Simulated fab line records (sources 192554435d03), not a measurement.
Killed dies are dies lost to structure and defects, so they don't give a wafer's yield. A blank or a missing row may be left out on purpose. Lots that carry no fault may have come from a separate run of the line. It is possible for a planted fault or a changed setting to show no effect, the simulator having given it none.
Comparing a struck lot with a sound one || flow n5 finfet || 16 steps out of a route of 1938
Sound: the wafers L232.3, L232.5. Wafers L240.2, L240.5, L240.6 were the ones struck. The cause is given at the end.
At each step with rows: each side's tool, then ch and its chambers, then its first start. Under that, the readings that differ: sound wafers || struck wafers || difference of the means || sigmas: that difference in standard deviations of wafers without a fault.
alike: a reading whose means differ by less than 2 such deviations, as well as words and numbers matching on both sides. not compared: withheld readings; readings where some wafer has no value; bounds like >300 that might hide an equal value; numbers whose values overlap and for which the record gives no deviation.
Wherever a step has rows on one side only, a row that says differs or no value, or a row with sigmas, the two part there. When numbers do not overlap yet have no deviation, they are printed without sigmas and do not part them. A reading missing from all wafers of one side parts the sides only when that side holds two or more wafers.

first, 1 step without rows for these wafers: N5_BEOL_M3_SPUTTER_48 (material Cu, target thk 4.5 nm, time 8.29 s).
N5_BEOL_M3_ANNEAL_49: time 240 s.
  struck on pvd sputter-01, day 9 21:01; sound on pvd sputter-03, day 7 17:20
  alike: heater power w
N5_BEOL_M3_SPUTTER_79: material Cu, target thk 4.5 nm, time 8.29 s.
  struck on pvd sputter-01, day 9 21:10; sound on pvd sputter-03, day 7 17:29
  alike: chamber pressure pa, chuck gas flow sccm, throttle valve pct
N5_BEOL_M3_ANNEAL_80: time 240 s.
  struck on pvd sputter-01, day 9 21:14; sound on pvd sputter-03, day 7 17:34
  alike: heater power w
N5_BEOL_M3_SPUTTER_81: material Cu, target thk 4.5 nm, time 8.29 s.
  struck on pvd sputter-01, day 9 21:23; sound on pvd sputter-03, day 7 17:42
  alike: chamber pressure pa, chuck gas flow sccm, throttle valve pct
then, 4 steps without rows for these wafers: N5_BEOL_M3_ANNEAL_82 (time 240 s); N5_BEOL_M3_SPUTTER_86 (material Cu, target thk 4.5 nm, time 8.29 s); N5_BEOL_M3_ANNEAL_87 (time 240 s); N5_BEOL_M3_SPUTTER_88 (material Cu, target thk 4.5 nm, time 8.29 s).
N5_BEOL_M3_ANNEAL_89: time 240 s.
  struck on pvd sputter-01, day 9 21:54; sound on pvd sputter-03, day 7 18:13
  alike: heater power w
then, 2 steps without rows for these wafers: N5_BEOL_M3_SPUTTER_90 (material Cu, target thk 4.5 nm, time 8.29 s); N5_BEOL_M3_ANNEAL_91 (time 240 s).
N5_BEOL_M3_SPUTTER_92: material Cu, target thk 4.5 nm, time 8.29 s.
  struck on pvd sputter-01, day 9 22:16; sound on pvd sputter-03, day 7 18:35
  no value came back on the struck wafers for chamber pressure pa (Pa), chuck gas flow sccm (sccm), throttle valve pct (%); on the sound wafers chamber pressure pa (Pa) reads 0.07009 0.06986
then, 1 step without rows for these wafers: N5_BEOL_M3_ANNEAL_93 (time 240 s).
N5_BEOL_M4_RC_MEAS_101:
  sound on prober-01 ch 0, day 8 05:52; struck on prober-01 ch 0, day 10 09:02
{"reading": "DIBL_N (mV/V)", "sound": "35.2 32.2", "struck": "40.0 37.6 38.4", "difference": "+5.0", "sigmas": "+2"}
{"reading": "DIBL_P (mV/V)", "sound": "35.4 31.5", "struck": "42.0 39.6 39.7", "difference": "+7.0", "sigmas": "+3"}
{"reading": "IOFF_N (nA/um)", "sound": "0.14 0.10", "struck": "0.24 0.19 0.24", "difference": "+0.10", "sigmas": "+2"}
{"reading": "IOFF_P (nA/um)", "sound": "0.19 0.14", "struck": "0.31 0.26 0.28", "difference": "+0.12", "sigmas": "+3"}
{"reading": "SS_P (mV/dec)", "sound": "73.5 71.8", "struck": "75.7 73.9 75.1", "difference": "+2.2", "sigmas": "+3"}
{"reading": "VT_P (mV)", "sound": "-253 -257", "struck": "-248 -248 -246", "difference": "+8", "sigmas": "+2"}
  alike: ION_N, ION_P, SS_N, VT_N
-- a jump in the record: the struck wafers' starts before and after are 4 days apart (it breaks off in module BEOL_M4 and resumes in module PASSIVATION, where the first step shown is number 1936 of the route) --
N5_PASSIVATION_PROBE_49:
  struck on prober-01, day 14 13:30; sound on prober-01, day 12 15:18
  alike: defect limited yield, killed_at_M0_to_M3, killed_at_M4_up, killed at contacts, killed at front end, killed at other, killed dies, killed open, killed short, sort_bin_4_leakage, sort_bin_5_function, sort_bin_6_memory, sort n pass, sort yield pct

== WHERE THEY PART ==
At N5_BEOL_M3_SPUTTER_92 first; at N5_BEOL_M4_RC_MEAS_101 last (within this record only). Later steps at which nothing parts them and some readings are alike: N5_PASSIVATION_PROBE_49.

WHY: the cause the simulator had injected
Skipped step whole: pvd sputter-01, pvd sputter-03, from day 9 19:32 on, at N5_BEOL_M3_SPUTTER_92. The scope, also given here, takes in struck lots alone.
